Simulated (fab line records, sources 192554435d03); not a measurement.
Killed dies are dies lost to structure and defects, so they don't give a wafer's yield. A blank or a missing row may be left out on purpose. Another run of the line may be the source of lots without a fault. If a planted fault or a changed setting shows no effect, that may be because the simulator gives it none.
Chamber matching | flow n5Finfet | N5_BEOL_M6_ETCH_72 on rieDiel-05: 4 sister chambers
The step etches underlayer in N2/H2, target depth 6.5 nm, time 5.2 s. 8 wafers are shown with their chamber, then 8 later ones without.

## WAFERS, EACH WITH ITS CHAMBER
wafer  | chamber | showerheadPlenumPTorr (Torr) | oesProductAu (a.u.)
L075.6 | 1       | 2.44                         | 0.73
L078.2 | 2       | 2.54                         | 0.60
L081.1 | 0       | 2.46                         | 0.73
L081.6 | 0       | 2.46                         | 0.73
L083.1 | 2       | 2.54                         | 0.59
L083.4 | 1       | 2.44                         | 0.72
L083.5 | 3       | 2.48                         | 0.75
L089.1 | 3       | 2.47                         | 0.74

## WAFERS MISSING THEIR CHAMBER
wafer  | showerheadPlenumPTorr (Torr) | oesProductAu (a.u.)
L089.2 | 2.53                         | 0.57
L089.3 | 2.46                         | 0.70
L095.2 | 2.47                         | 0.74
L095.5 | 2.43                         | 0.68
L095.6 | 2.45                         | 0.69
L094.3 | 2.45                         | 0.70
L094.4 | 2.43                         | 0.68
L094.6 | 2.47                         | 0.73

## CHAMBER TAKEN BY EACH
wafer  | from the rows above     | in truth
L089.2 | 2                       | 2
L089.3 | 0                       | 0
L095.2 | can't be placed: 3 or 0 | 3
L095.5 | 1                       | 1
L095.6 | can't be placed: 1 or 0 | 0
L094.3 | can't be placed: 1 or 0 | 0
L094.4 | 1                       | 1
L094.6 | can't be placed: 3 or 0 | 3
4 of 8 placed correctly. These rows do not allow placing 4 (true chamber among the candidates in 4). Wrongly placed: 0.
How it was worked out, from the rows above alone: a wafer's distance from a chamber is the root of the sum, over the readings, of the square of ((its reading less the chamber's mean) divided by the reading's scatter). The wafer belongs to the nearest chamber; if the next one is less than 2 further off, it can't be placed. A chamber's mean is the mean of its shown wafers. How the scatter is found: for the shown wafers, subtract from each reading the mean of its chamber, square and add these, divide the total by (wafers less chambers), then take the root.
